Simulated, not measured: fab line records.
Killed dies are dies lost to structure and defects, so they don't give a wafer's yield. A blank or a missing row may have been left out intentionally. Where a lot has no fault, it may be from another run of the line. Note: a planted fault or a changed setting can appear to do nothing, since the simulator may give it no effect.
Struck lot and sound lot, side by side -- flow n5-finfet -- 39 out of 1938 route steps
Sound: the wafers L823.1, L823.4, L823.5. The struck wafers were L814.2, L814.3, L814.4. At the end, the cause is stated.
At each step with rows: each side's tool, then ch and its chambers, then its first start. Under that, the readings that differ: sound wafers -- struck wafers -- difference of the means -- sigmas: that difference in standard deviations of wafers without a fault.
alike: words and numbers the same on both sides, and readings whose means are apart by under 2 such deviations; not compared: readings that were withheld, readings missing a value for some wafer, numbers with overlapping values and no deviation given by the record, and bounds like >300 which may hide the same value.
Wherever a step has rows on one side only, a row that says differs or no value, or a row with sigmas, the two part there. Numbers that don't overlap but have no deviation are shown without sigmas and don't part them. Lack of a reading on every wafer of one side parts them only where that side has two or more wafers.

first, 9 steps without rows for these wafers: N5_HKMG_FIN_SOFTBAKE_07 (time 60 s); N5_HKMG_FIN_EXPOSE_09 (exposes mask NWFM); N5_HKMG_FIN_PEB_10 (peb time 60 s); N5_HKMG_FIN_DEVELOP_11 (develop time 30 s); N5_HKMG_FIN_DESCUM_17 (chemistry O2, time 7.9 s); N5_HKMG_FIN_ETCH_31 (etches SiARC in CF4, target depth 45.5 nm, time 75.8 s); N5_HKMG_FIN_ETCH_32 (etches SOC in N2/H2, target depth 240 nm, time 300 s); N5_HKMG_FIN_STRIP_33 (strips in N2/H2); N5_HKMG_FIN_STRIP_34 (strips in CF4).
N5_HKMG_FIN_ETCH_35: etches SOC in N2/H2, target depth 215.8 nm, time 243.4 s.
  sound on rie-diel-01 ch 0,2,3, day 10 02:13; struck on rie-diel-04 ch 0,1,3, day 7 15:45
  no value came back on the struck wafers for any of 7 readings (bias-w (W), chamber-pressure-mTorr (mTorr) and others); on the sound wafers bias-w (W) reads 4.989 5.011 4.999
reading,sound,struck,difference,sigmas
model.SOC_of_HKMG_FIN_COAT_29.thk-nm (nm),86.8 81.8 93.6,298 297.8 299,+211,
model.HKMG_FIN.feature-depth-nm (nm),213.2 218.2 207.2,245.6 234.2 235.4,+25.5,
  not compared: rf-hours-counter-h
N5_HKMG_FIN_STRIP_92: strips SOC in N2/H2, time 20 s.
  sound on rie-diel-01 ch 0,2,3, day 10 02:22; struck on rie-diel-04 ch 0,1,3, day 7 15:54
reading,sound,struck,difference,sigmas
model.SOC_of_HKMG_FIN_COAT_29.thk-nm (nm),76.6 71.8 83.8,287.6 287.6 288.8,+210.6,
  alike: drypump-motor-current-A, oes-product-au, rf-vpp-V, showerhead-plenum-p-Torr, throttle-valve-pct
  not compared: rf-hours-counter-h
then, 26 steps without rows for these wafers: N5_HKMG_FIN_WET_ETCH_18 (etches TiN in SC1, time 55 s, target depth 5.2 nm, rinse time 30 s); N5_HKMG_FIN_STRIP_19 (strips in N2/H2, time 360 s); N5_HKMG_FIN_ALD_91 (deposits TiN, target thk 1 nm, pulse time 1 s, purge time 3 s); N5_HKMG_FIN_COAT_85 (time 60 s, resist thk 300 nm); N5_HKMG_FIN_ETCH_86 (etches SOC in N2/H2, stops on TiN, target depth 393.2 nm); N5_HKMG_FIN_STRIP_89 (strips SOC in N2/H2, time 20 s); N5_HKMG_FIN_WET_ETCH_87 (etches TiN in SC1, time 154.2 s, target depth 4.7 nm, rinse time 30 s); N5_HKMG_FIN_STRIP_88 (strips in N2/H2, time 360 s); N5_HKMG_FIN_NWFM_ALD_20 (deposits TiAlC, target thk 2 nm, pulse time 3 s, purge time 2 s); N5_HKMG_FIN_ALD_71 (deposits TiN, target thk 1 nm, pulse time 1 s, purge time 3 s); N5_HKMG_FIN_COAT_66 (time 60 s, resist thk 300 nm); N5_HKMG_FIN_ETCH_67 (etches SOC in N2/H2, stops on TiN, target depth 388.9 nm); N5_HKMG_FIN_STRIP_90 (strips SOC in N2/H2, time 20 s); N5_HKMG_FIN_WET_ETCH_73 (etches the open film in SC1, time 42.3 s, target depth 1.3 nm, rinse time 30 s); N5_HKMG_FIN_ETCHBACK_68 (etches the open film in Cl2/Ar, stops on HfO2, target depth 0.5 nm); N5_HKMG_FIN_STRIP_69 (strips in N2/H2, time 360 s); N5_HKMG_FIN_ALD_21 (deposits TiN, target thk 1.5 nm, pulse time 1 s, purge time 3 s); N5_HKMG_FIN_ALD_72 (deposits W, target thk 2 nm, pulse time 1 s, purge time 2 s); N5_HKMG_FIN_W_FILL_22 (material W, target thk 60 nm, time 18.2 s); N5_HKMG_FIN_PRECLEAN_83 (cleans in DIW, time 57.5 s); N5_HKMG_FIN_SRD_84 (dry time 32 s); N5_HKMG_FIN_CMP_23 (polishes, stops on SiNx, t overpolish 10 s, target thk 46.326 nm); N5_HKMG_FIN_CMP_94 (polishes, stops on SiNx, t overpolish 4.7 s, target thk 43.299 nm); N5_GATE_CUT_ETCHBACK_00 (etches W in SF6/Cl2); N5_GATE_CUT_ETCH_56 (etches TiN in Cl2/Ar, target depth 21.6 nm); N5_GATE_CUT_ETCHBACK_30 (etches TiN in Cl2/Ar, target depth 3 nm).
-- here the record skips 8 days between the struck wafers' starts before and after, leaving off in module GATE_CUT and picking up in module BEOL_M4 (first step shown: number 1111 of the route) --
N5_BEOL_M4_RC_MEAS_101:
  sound on prober-02 ch 0, day 17 18:16; struck on prober-01 ch 0, day 15 13:53
reading,sound,struck,difference,sigmas
IOFF_N (nA/um),0.23 0.16 0.24,0.00 0.00 0.00,-0.21,-5
IOFF_N_85C (nA/um),4.2 3.1 4.3,0.0 0.0 0.0,-3.9,-6
IOFF_N_LIN (nA/um),0.098 0.072 0.105,0.000 0.000 0.000,-0.092,-7
IOFF_N_LONG (nA/um),6.44e-05 6.28e-05 6.28e-05,2.88e-05 3.02e-05 2.8e-05,-3.43e-05,-13
ION_N (uA/um),706 663 705,242 244 239,-450,-37
VT_N (mV),241 251 241,453 453 459,+211,+66
VT_N_LONG (mV),270.9 271.2 272.0,479.7 479.9 477.9,+207.8,+99
VT_N_LVT (mV),94 103 94,302 306 307,+208,+65
  alike: DIBL_N, DIBL_P, IOFF_P, ION_P, SS_N, SS_P, VT_P
-- here the record skips 5 days between the struck wafers' starts before and after, leaving off in module BEOL_M4 and picking up in module PASSIVATION (first step shown: number 1936 of the route) --
N5_PASSIVATION_PROBE_49:
  sound: prober-01 at day 22 06:04; struck: prober-02 at day 20 06:11
reading,sound,struck,difference,sigmas
sort_bin_8_speed (%),0 0 0,91.27 90.00 90.00,+90.42,+99 or more
sort-n-pass,1085 1097 1059,0 0 0,-1080,-64
sort-yield-pct (%),91.9 93.0 89.7,0 0 0,-92,-65
  alike: defect-limited-yield, killed_at_M0_to_M3, killed_at_M4_up, killed-at-contacts, killed-at-front-end, killed-at-other, killed-dies, killed-open, killed-short, sort_bin_5_function, sort_bin_6_memory

## WHERE THEY PART
At N5_HKMG_FIN_ETCH_35 first; at N5_PASSIVATION_PROBE_49 last (within this record only).

WHY: what had been put in by the simulator
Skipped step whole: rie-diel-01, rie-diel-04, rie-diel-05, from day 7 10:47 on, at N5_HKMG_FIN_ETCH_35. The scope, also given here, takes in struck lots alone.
